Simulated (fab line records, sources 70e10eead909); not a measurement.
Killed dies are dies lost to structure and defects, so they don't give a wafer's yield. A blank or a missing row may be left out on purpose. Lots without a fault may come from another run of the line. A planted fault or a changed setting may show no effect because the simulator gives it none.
A struck lot beside a sound one | flow nand_harc | 16 steps out of a route of 1302
Sound: wafers L840.1, L840.4, L840.6. Struck: wafer L843.5. (L843.2, L843.4 of the same lot were not struck and are left out.) The cause comes at the end.
At each step with rows: each side's tool, then ch and its chambers, then its first start. Under that, the readings that differ: sound wafers | struck wafers | difference of the means | sigmas: that difference in standard deviations of wafers without a fault.
alike: readings whose means differ by less than 2 such deviations, and words and numbers that are the same on both sides. not compared: withheld readings, readings that some wafer has no value for, bounds like >300 that may hide the same value, and numbers for which the record gives no deviation and whose values overlap.
The two part at a step that has a row with sigmas, a row that says differs or no value, or rows on one side only. Numbers that don't overlap but have no deviation are shown without sigmas and don't part them. A reading that every wafer of one side lacks parts them only if that side has two wafers or more.

NHARC_A_ONON_D2_THK_MEAS_11: measures by ellipsometry.
  sound on film_metro-02, day 13 20:05; struck on film_metro-02, day 15 03:48
  alike: thk_nm
then, 1 step without rows for these wafers: NHARC_A_ONON_D2_DEP_12 (target thk 1000 nm).
NHARC_A_ONON_D2_THK_MEAS_14: measures by ellipsometry.
  sound on film_metro-01, day 13 20:40; struck on film_metro-01, day 15 04:22
  alike: thk_nm
then, 2 steps without rows for these wafers: NHARC_A_ONON_D2_ANNEAL_15 (time 3600 s); NHARC_A_ONON_D2_DEP_16 (target thk 1000 nm).
NHARC_A_ONON_D2_THK_MEAS_18: measures by ellipsometry.
  sound on film_metro-01, day 14 05:07; struck on film_metro-01, day 15 12:04
  alike: thk_nm
then, 1 step without rows for these wafers: NHARC_A_ONON_D2_DEP_19 (target thk 1000 nm).
NHARC_A_ONON_D2_THK_MEAS_21: measures by ellipsometry.
  sound on film_metro-01, day 14 05:41; struck on film_metro-02, day 15 12:38
  alike: thk_nm
then, 1 step without rows for these wafers: NHARC_A_ONON_D2_DEP_22 (target thk 1000 nm).
NHARC_A_ONON_D2_THK_MEAS_24: measures by ellipsometry.
  sound on film_metro-02, day 14 06:16; struck on film_metro-02, day 15 13:11
  reading     | sound       | struck | difference | sigmas
  thk_nm (nm) | 990 989 988 | 1031   | +42        | +4
then, 1 step without rows for these wafers: NHARC_A_ONON_D2_DEP_25 (target thk 1000 nm).
NHARC_A_ONON_D2_THK_MEAS_27: measures by ellipsometry.
  sound on film_metro-02, day 14 06:50; struck on film_metro-01, day 15 13:45
  reading     | sound       | struck | difference | sigmas
  thk_nm (nm) | 975 975 974 | 1009   | +34        | +4
NHARC_A_ONON_D2_DEP_28: target thk 1000 nm.
  sound on pecvd_onon-03 ch 0, day 14 06:53; struck on pecvd_onon-04 ch 0, day 15 13:52
  alike: n2o_flow_sccm
NHARC_A_ONON_D2_THK_MEAS_30: measures by ellipsometry.
  sound on film_metro-01, day 14 07:24; struck on film_metro-01, day 15 14:19
  reading     | sound          | struck | difference | sigmas
  thk_nm (nm) | 1013 1015 1012 | 1066   | +53        | +6
NHARC_A_ONON_D2_DEP_33: deposits SiO2, target thk 200 nm.
  sound on pecvd-02 ch 1,2, day 14 07:33; struck on pecvd-03 ch 2, day 15 14:28
  reading            | sound       | struck | difference | sigmas
  heater_power_w (W) | 597 504 627 | 351    | -225       | -2
  alike: heater_power_outer_w, throttle_valve_pct
-- the record jumps here: 12 days lie between the struck wafers' starts before and after (it left off in module A_ONON_D2 and takes up again in module END, whose first step shown is number 1302 of the route) --
NHARC_END_SORT_01:
  sound on prober-02 ch 0, day 25 12:45; struck on prober-01 ch 0, day 27 22:52
  alike: killed_at_array, killed_at_other, killed_at_periphery, killed_dies, killed_open, killed_short

WHERE THEY PART
First at NHARC_A_ONON_D2_THK_MEAS_24; last, within this record, at NHARC_A_ONON_D2_DEP_33. Later steps at which nothing parts them and some readings are alike: NHARC_END_SORT_01.

WHY: what the simulator had put in
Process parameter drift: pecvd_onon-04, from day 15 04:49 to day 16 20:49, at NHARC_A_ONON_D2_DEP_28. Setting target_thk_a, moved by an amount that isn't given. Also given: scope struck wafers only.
